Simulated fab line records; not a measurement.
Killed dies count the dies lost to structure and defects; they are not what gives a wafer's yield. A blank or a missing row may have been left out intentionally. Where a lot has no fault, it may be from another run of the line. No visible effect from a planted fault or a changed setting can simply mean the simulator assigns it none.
What tool caused it? + flow nand harc + Sampling: 24 lots, 72 wafers, 6 of 1302 route steps

== WHAT THE GAUGES READ, wafer by wafer ==
No reading from a measuring or inspecting step in the record can be judged against a usual standard deviation.

== TOOL THAT RAN EACH LOT (tool first, then ch and the chambers of the sampled wafers, then the start) ==
| lot  | NHARC_A_CONTACT_ETCH_98                       | NHARC_A_CONTACT_CVD_19                   | NHARC_A_BLC_ALD_23                  | NHARC_A_M0_STRIP_18                | NHARC_A_M1_STRIP_18                | NHARC_A_M1_PRE_CLEAN_32         |
|------|-----------------------------------------------|------------------------------------------|-------------------------------------|------------------------------------|------------------------------------|---------------------------------|
| L076 | rie diel-11 ch 0,2,3, day 23 08:19 or earlier | cvd w-02 ch 0,1, day 23 08:19 or earlier | ald metal-03 ch 0,1,3, day 23 08:19 | rie diel-02 ch 0,1,3, day 23 10:55 | rie diel-04 ch 0,2, day 23 14:59   | pecvd-03 ch 0,1,2, day 23 17:19 |
| L075 | rie diel-11 ch 0,1,3, day 23 09:08 or earlier | cvd w-01 ch 0,1, day 23 09:08 or earlier | ald metal-04 ch 0,1, day 23 09:08   | rie diel-02 ch 0,3, day 23 11:50   | rie diel-10 ch 0,1,3, day 23 15:49 | pecvd-04 ch 0,1,2, day 23 18:05 |
| L077 | rie diel-11 ch 0,1,3, day 23 14:26 or earlier | cvd w-02 ch 0,1, day 23 14:26 or earlier | ald metal-04 ch 0,2,3, day 23 14:26 | rie diel-12 ch 0,1, day 23 17:00   | rie diel-04 ch 0,3, day 23 21:07   | pecvd-04 ch 0,1, day 23 23:24   |
| L074 | rie diel-11 ch 0,1, day 23 14:46              | cvd w-02 ch 0,1, day 23 19:56 or earlier | ald metal-03 ch 0,2,3, day 23 19:56 | rie diel-12 ch 0,1, day 23 22:29   | rie diel-01 ch 0,1,3, day 24 02:33 | pecvd-02 ch 1,2, day 24 04:49   |
| L078 | rie diel-11 ch 0,2, day 24 04:46 or earlier   | cvd w-02 ch 0,1, day 24 04:46 or earlier | ald metal-04 ch 0,1,3, day 24 04:46 | rie diel-13 ch 0,1,3, day 24 07:28 | rie diel-04 ch 1,2, day 24 11:32   | pecvd-03 ch 0,1, day 24 13:48   |
| L079 | rie diel-11 ch 1,2, day 24 11:31 or earlier   | cvd w-02 ch 0,1, day 24 11:31 or earlier | ald metal-04 ch 0,1, day 24 11:31   | rie diel-13 ch 1,3, day 24 14:02   | rie diel-01 ch 0,1,2, day 24 18:29 | pecvd-04 ch 0,1,2, day 24 20:49 |
| L080 | rie diel-06 ch 0,1,2, day 24 12:23 or earlier | cvd w-02 ch 0,1, day 24 12:23 or earlier | ald metal-02 ch 0,2,3, day 24 12:23 | rie diel-12 ch 0,2, day 24 15:01   | rie diel-04 ch 1,2,3, day 24 19:02 | pecvd-03 ch 0,1, day 24 21:16   |
| L081 | rie diel-08 ch 1,3, day 25 05:09 or earlier   | cvd w-02 ch 0,1, day 25 05:09 or earlier | ald metal-02 ch 2,3, day 25 05:09   | rie diel-12 ch 2,3, day 25 07:39   | rie diel-10 ch 0,1,2, day 25 11:37 | pecvd-03 ch 1,2, day 25 13:50   |
| L082 | rie diel-11 ch 1,2,3, day 25 14:23 or earlier | cvd w-02 ch 0,1, day 25 14:23 or earlier | ald metal-02 ch 0,3, day 25 14:23   | rie diel-02 ch 0,1,3, day 25 17:01 | rie diel-04 ch 0,1,3, day 25 21:05 | pecvd-04 ch 1,2, day 25 23:25   |
| L083 | rie diel-06 ch 0,1,3, day 26 04:26 or earlier | cvd w-01 ch 0,1, day 26 04:26 or earlier | ald metal-02 ch 0,1,2, day 26 04:26 | rie diel-12 ch 0,2,3, day 26 07:02 | rie diel-01 ch 0,1,3, day 26 11:08 | pecvd-03 ch 0,1,2, day 26 13:25 |
| L084 | rie diel-06 ch 0,1,2, day 26 17:40 or earlier | cvd w-02 ch 0,1, day 26 17:40 or earlier | ald metal-04 ch 0,1,2, day 26 17:40 | rie diel-12 ch 0,2,3, day 26 20:09 | rie diel-10 ch 0,2,3, day 27 00:13 | pecvd-03 ch 0,1,2, day 27 02:49 |
| L086 | rie diel-06 ch 0,3, day 26 18:31 or earlier   | cvd w-01 ch 0,1, day 26 18:31 or earlier | ald metal-03 ch 0,3, day 26 18:31   | rie diel-12 ch 0,1,3, day 26 21:02 | rie diel-10 ch 0,1,2, day 27 01:06 | pecvd-03 ch 0,1,2, day 27 03:20 |
| L085 | rie diel-11 ch 0,1, day 27 00:36 or earlier   | cvd w-01 ch 0,1, day 27 00:36 or earlier | ald metal-04 ch 0,1,3, day 27 00:36 | rie diel-02 ch 0,3, day 27 03:03   | rie diel-10 ch 0,1,3, day 27 07:10 | pecvd-02 ch 0,1,2, day 27 09:23 |
| L087 | rie diel-06 ch 2,3, day 27 09:19              | cvd w-01 ch 0,1, day 27 15:08 or earlier | ald metal-03 ch 0,2,3, day 27 15:08 | rie diel-02 ch 0,1,2, day 27 17:42 | rie diel-01 ch 2,3, day 27 21:41   | pecvd-04 ch 0,2, day 28 00:08   |
| L088 | rie diel-11 ch 0,1, day 28 12:13 or earlier   | cvd w-01 ch 0,1, day 28 12:13 or earlier | ald metal-02 ch 2,3, day 28 12:13   | rie diel-12 ch 0,1, day 28 14:50   | rie diel-04 ch 1,2, day 28 18:55   | pecvd-04 ch 1,2, day 28 21:08   |
| L089 | rie diel-11 ch 0,1, day 28 09:11              | cvd w-01 ch 0,1, day 28 14:19 or earlier | ald metal-04 ch 1,2,3, day 28 14:19 | rie diel-12 ch 0,1,3, day 28 16:53 | rie diel-01 ch 0,2,3, day 28 20:49 | pecvd-02 ch 1,2, day 28 23:05   |
| L091 | rie diel-08 ch 0,1, day 29 00:13              | cvd w-01 ch 0,1, day 29 05:05 or earlier | ald metal-04 ch 0,1,3, day 29 05:05 | rie diel-13 ch 0,1,2, day 29 07:40 | rie diel-10 ch 1,2, day 29 11:44   | pecvd-03 ch 0,1,2, day 29 14:05 |
| L090 | rie diel-11 ch 0,1,3, day 29 06:22 or earlier | cvd w-01 ch 0,1, day 29 06:22 or earlier | ald metal-03 ch 0,2,3, day 29 06:22 | rie diel-02 ch 0,2,3, day 29 08:59 | rie diel-10 ch 2,3, day 29 13:07   | pecvd-04 ch 0,2, day 29 15:28   |
| L092 | rie diel-11 ch 0,2,3, day 29 21:56 or earlier | cvd w-02 ch 0,1, day 29 21:56 or earlier | ald metal-04 ch 0,2,3, day 29 21:56 | rie diel-02 ch 2,3, day 30 00:33   | rie diel-01 ch 2,3, day 30 04:44   | pecvd-04 ch 0,2, day 30 07:01   |
| L093 | rie diel-11 ch 1,2, day 30 05:01 or earlier   | cvd w-01 ch 0,1, day 30 05:01 or earlier | ald metal-03 ch 0,3, day 30 05:01   | rie diel-12 ch 1,2,3, day 30 07:38 | rie diel-10 ch 0,1,3, day 30 11:44 | pecvd-03 ch 0,1,2, day 30 13:59 |
| L094 | rie diel-06 ch 0,2,3, day 31 01:32 or earlier | cvd w-02 ch 0,1, day 31 01:32 or earlier | ald metal-04 ch 0,3, day 31 01:32   | rie diel-13 ch 0,1,2, day 31 04:11 | rie diel-01 ch 0,1,3, day 31 08:13 | pecvd-02 ch 0,1, day 31 10:31   |
| L095 | rie diel-11 ch 0,1,3, day 31 03:22 or earlier | cvd w-02 ch 0,1, day 31 03:22 or earlier | ald metal-03 ch 0,1,3, day 31 03:22 | rie diel-12 ch 0,2,3, day 31 05:52 | rie diel-01 ch 0,1,3, day 31 09:55 | pecvd-02 ch 0,1,2, day 31 12:11 |
| L096 | rie diel-11 ch 2,3, day 31 12:53 or earlier   | cvd w-02 ch 0,1, day 31 12:53 or earlier | ald metal-04 ch 1,2,3, day 31 12:53 | rie diel-02 ch 0,2,3, day 31 15:28 | rie diel-04 ch 1,3, day 31 20:21   | pecvd-03 ch 0,1,2, day 31 22:36 |
| L097 | rie diel-11 ch 0,1, day 32 03:18 or earlier   | cvd w-02 ch 0,1, day 32 03:18 or earlier | ald metal-04 ch 0,1,2, day 32 03:18 | rie diel-13 ch 2,3, day 32 05:44   | rie diel-10 ch 1,2,3, day 32 10:19 | pecvd-03 ch 0,1,2, day 32 12:42 |
- NHARC_A_CONTACT_ETCH_98: etches the open film in C4F6/O2, target depth 20 nm, time 10 s.
- NHARC_A_CONTACT_CVD_19: deposits W, target thk 300 nm, time 802 s.
- NHARC_A_BLC_ALD_23: deposits TiN, target thk 3 nm, pulse time 1 s, ald cycles 150.
- NHARC_A_M0_STRIP_18: strips in N2/H2.
- NHARC_A_M1_STRIP_18: strips in N2/H2.
- NHARC_A_M1_PRE_CLEAN_32: time 12 s.

== AS READ BY THE TOOLS THEMSELVES (means over the sampled wafers that have a number; for cases with no such wafer, the mark the record gives instead) ==
NHARC_A_CONTACT_ETCH_98. Usual: bias w 499.9 W, standard deviation 1.6; drypump motor current A 5.89 A, standard deviation 0.29; oes product au 0.961 a.u., standard deviation 0.02; rf vpp V 544.7 V, standard deviation 2.5; showerhead plenum p Torr 3.82 Torr, standard deviation 0.11; throttle valve pct 26.903 %, standard deviation 0.011.
| lot  | tool        | bias w (W) | drypump motor current A (A) | oes product au (a.u.) | rf vpp V (V) | showerhead plenum p Torr (Torr) | throttle valve pct (%) | flag |
|------|-------------|------------|-----------------------------|-----------------------|--------------|---------------------------------|------------------------|------|
| L076 | rie diel-11 | 498.4      | 5.95                        | 0.949                 | 542.4        | 3.76                            | 26.905                 |      |
| L075 | rie diel-11 | 499.6      | 6.01                        | 0.945                 | 544.4        | 3.79                            | 26.902                 |      |
| L077 | rie diel-11 | 500.9      | 6.01                        | 0.999                 | 544.4        | 3.79                            | 26.915                 |      |
| L074 | rie diel-11 | 501.3      | 5.90                        | 0.948                 | 541.9        | 3.75                            | 26.907                 |      |
| L078 | rie diel-11 | 498.4      | 5.86                        | 0.948                 | 542.4        | 3.70                            | 26.908                 |      |
| L079 | rie diel-11 | 499.6      | 5.82                        | 0.940                 | 544.9        | 3.84                            | 26.894                 |      |
| L080 | rie diel-06 | 501.2      | 5.95                        | 0.961                 | 547.2        | 3.92                            | 26.907                 |      |
| L081 | rie diel-08 | 499.4      | 5.62                        | 0.953                 | 544.3        | 3.77                            | 26.912                 |      |
| L082 | rie diel-11 | 500.9      | 5.94                        | 0.970                 | 544.7        | 3.82                            | 26.901                 |      |
| L083 | rie diel-06 | 498.6      | 5.73                        | 0.944                 | 547.1        | 3.93                            | 26.897                 |      |
| L084 | rie diel-06 | 499.3      | 5.92                        | 0.985                 | 546.4        | 3.91                            | 26.900                 |      |
| L086 | rie diel-06 | 499.9      | 5.78                        | 0.978                 | 546.9        | 3.93                            | 26.898                 |      |
| L085 | rie diel-11 | 502.6      | 5.90                        | 1.000                 | 543.2        | 3.74                            | 26.904                 |      |
| L087 | rie diel-06 | 499.2      | 6.43                        | 0.969                 | 544.4        | 3.81                            | 26.894                 |      |
| L088 | rie diel-11 | 500.5      | 5.92                        | 0.948                 | 543.0        | 3.73                            | 26.893                 |      |
| L089 | rie diel-11 | 500.3      | 5.94                        | 0.953                 | 543.5        | 3.73                            | 26.904                 |      |
| L091 | rie diel-08 | 500.0      | 5.40                        | 0.959                 | 546.5        | 3.89                            | 26.909                 |      |
| L090 | rie diel-11 | 499.5      | 6.00                        | 0.946                 | 543.6        | 3.78                            | 26.898                 |      |
| L092 | rie diel-11 | 499.2      | 5.96                        | 0.972                 | 543.5        | 3.74                            | 26.913                 |      |
| L093 | rie diel-11 | 500.1      | 5.82                        | 0.952                 | 545.4        | 3.83                            | 26.905                 |      |
| L094 | rie diel-06 | 501.0      | 6.04                        | 0.991                 | 546.5        | 3.89                            | 26.902                 |      |
| L095 | rie diel-11 | 498.3      | 6.02                        | 0.940                 | 543.8        | 3.77                            | 26.907                 |      |
| L096 | rie diel-11 | 500.5      | 6.06                        | 0.956                 | 544.1        | 3.79                            | 26.900                 |      |
| L097 | rie diel-11 | 498.7      | 5.88                        | 0.951                 | 544.0        | 3.79                            | 26.898                 |      |

NHARC_A_CONTACT_CVD_19. Usual: heater power w 453 W, standard deviation 32; throttle valve pct 7.89 %, standard deviation 0.17.
| lot  | tool     | heater power w (W) | throttle valve pct (%) | flag |
|------|----------|--------------------|------------------------|------|
| L076 | cvd w-02 | 438                | 7.73                   |      |
| L075 | cvd w-01 | 480                | 7.96                   |      |
| L077 | cvd w-02 | 442                | 8.01                   |      |
| L074 | cvd w-02 | 436                | 7.75                   |      |
| L078 | cvd w-02 | 431                | 7.95                   |      |
| L079 | cvd w-02 | 446                | 7.88                   |      |
| L080 | cvd w-02 | 434                | 7.81                   |      |
| L081 | cvd w-02 | 440                | 8.06                   |      |
| L082 | cvd w-02 | 448                | 7.72                   |      |
| L083 | cvd w-01 | 454                | 7.60                   |      |
| L084 | cvd w-02 | 436                | 7.99                   |      |
| L086 | cvd w-01 | 453                | 7.94                   |      |
| L085 | cvd w-01 | 471                | 7.91                   |      |
| L087 | cvd w-01 | 475                | 7.94                   |      |
| L088 | cvd w-01 | 449                | 7.96                   |      |
| L089 | cvd w-01 | 474                | 7.81                   |      |
| L091 | cvd w-01 | 458                | 7.86                   |      |
| L090 | cvd w-01 | 474                | 7.93                   |      |
| L092 | cvd w-02 | 461                | 8.08                   |      |
| L093 | cvd w-01 | 450                | 7.78                   |      |
| L094 | cvd w-02 | 438                | 7.82                   |      |
| L095 | cvd w-02 | 467                | 7.88                   |      |
| L096 | cvd w-02 | 443                | 7.91                   |      |
| L097 | cvd w-02 | 467                | 7.95                   |      |

NHARC_A_BLC_ALD_23. Usual: heater power w 1098 W, standard deviation 98; precursor pulse height rel 1.003, standard deviation 0.02.
| lot  | tool         | heater power w (W) | precursor pulse height rel | flag |
|------|--------------|--------------------|----------------------------|------|
| L076 | ald metal-03 | 1015               | 1.006                      |      |
| L075 | ald metal-04 | 1052               | 1.008                      |      |
| L077 | ald metal-04 | 1140               | 0.982                      |      |
| L074 | ald metal-03 | 1040               | 1.012                      |      |
| L078 | ald metal-04 | 1091               | 1.006                      |      |
| L079 | ald metal-04 | 1062               | 1.002                      |      |
| L080 | ald metal-02 | 1177               | 0.993                      |      |
| L081 | ald metal-02 | 1257               | 0.995                      |      |
| L082 | ald metal-02 | 1171               | 0.998                      |      |
| L083 | ald metal-02 | 1075               | 0.993                      |      |
| L084 | ald metal-04 | 1134               | 1.011                      |      |
| L086 | ald metal-03 | 1027               | 0.997                      |      |
| L085 | ald metal-04 | 1083               | 1.009                      |      |
| L087 | ald metal-03 | 1049               | 0.999                      |      |
| L088 | ald metal-02 | 1199               | 0.995                      |      |
| L089 | ald metal-04 | 1136               | 1.018                      |      |
| L091 | ald metal-04 | 1104               | 1.002                      |      |
| L090 | ald metal-03 | 1040               | 1.011                      |      |
| L092 | ald metal-04 | 1151               | 1.022                      |      |
| L093 | ald metal-03 | 966                | 1.003                      |      |
| L094 | ald metal-04 | 1157               | 1.019                      |      |
| L095 | ald metal-03 | 1005               | 0.992                      |      |
| L096 | ald metal-04 | 1163               | 1.002                      |      |
| L097 | ald metal-04 | 1097               | 0.991                      |      |

NHARC_A_M0_STRIP_18. Usual: drypump motor current A 5.7 A, standard deviation 0.42; oes product au 1.002 a.u., standard deviation 0.011; rf vpp V 90.4 V, standard deviation 0.96; showerhead plenum p Torr 2.00 Torr, standard deviation 0.058; throttle valve pct 14.171 %, standard deviation 0.0097.
| lot  | tool        | drypump motor current A (A) | oes product au (a.u.) | rf vpp V (V) | showerhead plenum p Torr (Torr) | throttle valve pct (%) | flag |
|------|-------------|-----------------------------|-----------------------|--------------|---------------------------------|------------------------|------|
| L076 | rie diel-02 | 5.9                         | 1.002                 | 91.0         | 2.02                            | 14.169                 |      |
| L075 | rie diel-02 | 5.7                         | 0.994                 | 90.8         | 2.05                            | 14.178                 |      |
| L077 | rie diel-12 | 5.5                         | 1.003                 | 91.0         | 2.02                            | 14.183                 |      |
| L074 | rie diel-12 | 5.5                         | 1.012                 | 90.7         | 2.01                            | 14.180                 |      |
| L078 | rie diel-13 | 5.8                         | 1.002                 | 89.5         | 1.97                            | 14.173                 |      |
| L079 | rie diel-13 | 5.8                         | 1.006                 | 90.9         | 2.02                            | 14.176                 |      |
| L080 | rie diel-12 | 5.5                         | 1.010                 | 89.4         | 2.00                            | 14.164                 |      |
| L081 | rie diel-12 | 5.3                         | 1.008                 | 89.9         | 1.93                            | 14.164                 |      |
| L082 | rie diel-02 | 5.9                         | 1.005                 | 90.8         | 2.02                            | 14.180                 |      |
| L083 | rie diel-12 | 5.4                         | 1.005                 | 89.8         | 1.98                            | 14.172                 |      |
| L084 | rie diel-12 | 5.4                         | 1.004                 | 89.2         | 1.98                            | 14.174                 |      |
| L086 | rie diel-12 | 5.4                         | 1.002                 | 90.7         | 1.99                            | 14.171                 |      |
| L085 | rie diel-02 | 5.7                         | 1.009                 | 90.7         | 2.05                            | 14.179                 |      |
| L087 | rie diel-02 | 6.1                         | 0.992                 | 91.2         | 2.05                            | 14.172                 |      |
| L088 | rie diel-12 | 5.5                         | 1.002                 | 90.6         | 2.01                            | 14.163                 |      |
| L089 | rie diel-12 | 5.4                         | 1.005                 | 90.8         | 1.99                            | 14.170                 |      |
| L091 | rie diel-13 | 5.7                         | 0.990                 | 90.4         | 1.94                            | 14.169                 |      |
| L090 | rie diel-02 | 6.1                         | 1.007                 | 90.4         | 2.03                            | 14.161                 |      |
| L092 | rie diel-02 | 6.4                         | 1.004                 | 91.3         | 2.02                            | 14.173                 |      |
| L093 | rie diel-12 | 5.5                         | 1.004                 | 89.3         | 1.96                            | 14.161                 |      |
| L094 | rie diel-13 | 5.7                         | 0.998                 | 89.8         | 1.94                            | 14.174                 |      |
| L095 | rie diel-12 | 5.4                         | 1.001                 | 89.7         | 1.98                            | 14.175                 |      |
| L096 | rie diel-02 | 6.1                         | 0.998                 | 89.9         | 2.03                            | 14.167                 |      |
| L097 | rie diel-13 | 5.5                         | 0.993                 | 91.6         | 2.04                            | 14.165                 |      |

NHARC_A_M1_STRIP_18. Usual: drypump motor current A 5.6 A, standard deviation 0.4; oes product au 0.997 a.u., standard deviation 0.012; rf vpp V 90.9 V, standard deviation 1.1; showerhead plenum p Torr 2.08 Torr, standard deviation 0.095; throttle valve pct 14.171 %, standard deviation 0.0079.
| lot  | tool        | drypump motor current A (A) | oes product au (a.u.) | rf vpp V (V) | showerhead plenum p Torr (Torr) | throttle valve pct (%) | flag |
|------|-------------|-----------------------------|-----------------------|--------------|---------------------------------|------------------------|------|
| L076 | rie diel-04 | 6.1                         | 1.004                 | 91.7         | 2.03                            | 14.176                 |      |
| L075 | rie diel-10 | 5.4                         | 1.010                 | 92.2         | 2.16                            | 14.172                 |      |
| L077 | rie diel-04 | 5.6                         | 0.993                 | 89.8         | 1.95                            | 14.177                 |      |
| L074 | rie diel-01 | 5.5                         | 0.998                 | 90.4         | 2.04                            | 14.178                 |      |
| L078 | rie diel-04 | 5.8                         | 0.986                 | 91.3         | 2.12                            | 14.172                 |      |
| L079 | rie diel-01 | 5.7                         | 0.999                 | 91.3         | 2.08                            | 14.173                 |      |
| L080 | rie diel-04 | 5.4                         | 0.990                 | 90.6         | 2.10                            | 14.163                 |      |
| L081 | rie diel-10 | 5.7                         | 1.004                 | 91.8         | 2.12                            | 14.171                 |      |
| L082 | rie diel-04 | 5.3                         | 0.999                 | 90.5         | 2.04                            | 14.173                 |      |
| L083 | rie diel-01 | 5.5                         | 0.994                 | 90.7         | 2.04                            | 14.169                 |      |
| L084 | rie diel-10 | 5.5                         | 1.001                 | 91.5         | 2.13                            | 14.165                 |      |
| L086 | rie diel-10 | 5.7                         | 1.002                 | 90.7         | 2.12                            | 14.166                 |      |
| L085 | rie diel-10 | 5.4                         | 0.995                 | 92.3         | 2.16                            | 14.170                 |      |
| L087 | rie diel-01 | 5.3                         | 0.986                 | 90.4         | 1.93                            | 14.169                 |      |
| L088 | rie diel-04 | 5.9                         | 0.991                 | 91.5         | 2.12                            | 14.167                 |      |
| L089 | rie diel-01 | 5.6                         | 0.996                 | 90.8         | 2.03                            | 14.165                 |      |
| L091 | rie diel-10 | 6.0                         | 0.999                 | 90.4         | 2.10                            | 14.166                 |      |
| L090 | rie diel-10 | 5.6                         | 0.994                 | 91.1         | 2.15                            | 14.168                 |      |
| L092 | rie diel-01 | 5.5                         | 0.996                 | 90.2         | 1.97                            | 14.177                 |      |
| L093 | rie diel-10 | 5.4                         | 1.006                 | 91.0         | 2.16                            | 14.166                 |      |
| L094 | rie diel-01 | 5.5                         | 0.994                 | 91.1         | 2.04                            | 14.174                 |      |
| L095 | rie diel-01 | 5.5                         | 0.988                 | 90.3         | 2.04                            | 14.171                 |      |
| L096 | rie diel-04 | 5.0                         | 1.000                 | 90.9         | 2.09                            | 14.168                 |      |
| L097 | rie diel-10 | 5.7                         | 0.996                 | 90.3         | 2.14                            | 14.172                 |      |

NHARC_A_M1_PRE_CLEAN_32. Usual: heater power w 629 W, standard deviation 71.
| lot  | tool     | heater power w (W) | flag |
|------|----------|--------------------|------|
| L076 | pecvd-03 | 686                |      |
| L075 | pecvd-04 | 594                |      |
| L077 | pecvd-04 | 584                |      |
| L074 | pecvd-02 | 526                |      |
| L078 | pecvd-03 | 721                |      |
| L079 | pecvd-04 | 621                |      |
| L080 | pecvd-03 | 685                |      |
| L081 | pecvd-03 | 642                |      |
| L082 | pecvd-04 | 627                |      |
| L083 | pecvd-03 | 649                |      |
| L084 | pecvd-03 | 625                |      |
| L086 | pecvd-03 | 630                |      |
| L085 | pecvd-02 | 548                |      |
| L087 | pecvd-04 | 575                |      |
| L088 | pecvd-04 | 643                |      |
| L089 | pecvd-02 | 569                |      |
| L091 | pecvd-03 | 671                |      |
| L090 | pecvd-04 | 686                |      |
| L092 | pecvd-04 | 586                |      |
| L093 | pecvd-03 | 667                |      |
| L094 | pecvd-02 | 602                |      |
| L095 | pecvd-02 | 541                |      |
| L096 | pecvd-03 | 685                |      |
| L097 | pecvd-03 | 683                |      |

== THE ANSWER, worked out from the rows above alone ==
Rule: a lot counts as off when the mean over its wafers that have a number is more than 3 standard deviations away from the usual mean. Also off: a lot with no number at a reading for which 4 or more lots have one. Any other lot the step has rows for is counted as sound. After the gauges, taken in route order, come the tools' own readings; for these a lot's mean is taken, as printed above. At the first step where some lot is off, the reading lying furthest off is the one used; lots without a number count as furthest.
Nothing can be told from this: no lot is off at any reading shown.

== WHAT HAD BEEN PUT IN BY THE SIMULATOR ==
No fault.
